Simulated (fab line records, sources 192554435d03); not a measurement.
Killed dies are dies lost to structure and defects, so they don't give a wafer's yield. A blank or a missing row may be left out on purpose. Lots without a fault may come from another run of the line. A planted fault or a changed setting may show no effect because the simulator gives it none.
A struck lot beside a sound one | flow n5_finfet | 20 steps out of a route of 1938
Sound: wafers L309.2, L309.3, L309.5. Struck: wafers L318.2, L318.4, L318.5. The cause comes at the end.
At each step with rows: each side's tool, then ch and its chambers, then its first start. Under that, the readings that differ: sound wafers | struck wafers | difference of the means | sigmas: that difference in standard deviations of wafers without a fault.
alike: readings whose means differ by less than 2 such deviations, and words and numbers that are the same on both sides. not compared: withheld readings, readings that some wafer has no value for, bounds like >300 that may hide the same value, and numbers for which the record gives no deviation and whose values overlap.
The two part at a step that has a row with sigmas, a row that says differs or no value, or rows on one side only. Numbers that don't overlap but have no deviation are shown without sigmas and don't part them. A reading that every wafer of one side lacks parts them only if that side has two wafers or more.

first, 8 steps without rows for these wafers: N5_BEOL_M6_CMP_52 (polishes, stops on SiCOH lowk, t overpolish 6.9 s, target thk 80 nm); N5_BEOL_M6_PRE_CLEAN_55 (time 15 s); N5_BEOL_M6_DEP_56 (deposits SiCN from 3MS/NH3, target thk 10 nm, time 17.5 s); N5_BEOL_M7_ILD_DEP_00 (deposits SiCOH lowk from DEMS/porogen, target thk 179.75 nm, time 33.4 s); N5_BEOL_M7_CURE_74 (cures SiCOH lowk, time 240 s); N5_BEOL_M7_PECVD_70 (deposits SiO2 from TEOS/O2, target thk 20 nm, time 22.7 s); N5_BEOL_M7_HM_DEP_02 (deposits TiN, target thk 20 nm); N5_BEOL_M7_COAT_59 (time 60 s, resist thk 100 nm).
N5_BEOL_M7_COAT_60: time 60 s, resist thk 35 nm.
  sound on litho_track-04 ch 0, day 10 13:26; struck on litho_track-04 ch 0, day 12 14:07
  reading                                    | sound                | struck               | difference | sigmas
  spin_speed_rpm (rpm)                       | 1500.4 1500.9 1501.4 | 1443.3 1442.7 1442.9 | -57.9      | -72
  model.SiARC_of_BEOL_M7_COAT_60.thk_nm (nm) | 35 35 35             | 35.6 35.8 35.6       | +0.7       |
  alike: chill_plate_temp_C
then, 7 steps without rows for these wafers: N5_BEOL_M7_COAT_05 (resist thk 90 nm); N5_BEOL_M7_EBR_07; N5_BEOL_M7_SOFTBAKE_06 (time 60 s); N5_BEOL_M7_EXPOSE_08 (exposes mask M7); N5_BEOL_M7_PEB_09 (peb time 60 s); N5_BEOL_M7_DEVELOP_10 (develop time 30 s); N5_BEOL_M7_DESCUM_16 (chemistry O2, time 7.9 s).
N5_BEOL_M7_ETCH_61: etches SiARC in CF4, target depth 45.5 nm, time 75.8 s.
  sound on rie_diel-05 ch 2,3, day 10 14:00; struck on rie_diel-01 ch 0,1,3, day 12 14:36
  reading                                      | sound          | struck            | difference | sigmas
  oes_product_au (a.u.)                        | 0.65 0.60 0.60 | 0.78 0.75 0.82    | +0.17      | +2
  model.etch.depth_nm (nm)                     | 35.05 35 34.98 | 35.68 35.74 35.69 | +0.69      |
  model.CAR-ArF_of_BEOL_M7_COAT_05.thk_nm (nm) | 51 51.2 51     | 50.2 50.2 50.2    | -0.9       |
  alike: drypump_motor_current_A, etch_rf_on_time_s, rf_vpp_V, showerhead_plenum_p_Torr, throttle_valve_pct
  not compared: rf_hours_counter_h
N5_BEOL_M7_ETCH_62: etches SOC in N2/H2, target depth 110 nm, overetch 22 nm, time 165 s.
  sound on rie_diel-05 ch 2,3, day 10 14:04; struck on rie_diel-01 ch 0,1,3, day 12 14:40
  reading                                    | sound          | struck         | difference | sigmas
  showerhead_plenum_p_Torr (Torr)            | 2.44 2.42 2.42 | 2.60 2.69 2.60 | +0.20      | +2
  model.SiARC_of_BEOL_M7_COAT_60.thk_nm (nm) | 28.4 28.4 28.4 | 28.8 29 28.8   | +0.5       |
  alike: drypump_motor_current_A, oes_product_au, rf_vpp_V, throttle_valve_pct
  not compared: rf_hours_counter_h
then, 1 step without rows for these wafers: N5_BEOL_M7_STRIP_68 (strips in N2/H2).
-- the record jumps here: 3 days lie between the struck wafers' starts before and after (it left off in module BEOL_M7 and takes up again in module PASSIVATION, whose first step shown is number 1936 of the route) --
N5_PASSIVATION_PROBE_49:
  the record has rows for the struck wafers here (prober-02, day 15 16:05) and none for the sound ones

WHERE THEY PART
First at N5_BEOL_M7_COAT_60; last, within this record, at N5_PASSIVATION_PROBE_49.

WHY: what the simulator had put in
Process parameter drift: litho_track-04, from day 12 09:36 on, at N5_BEOL_M7_COAT_60. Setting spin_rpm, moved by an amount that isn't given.
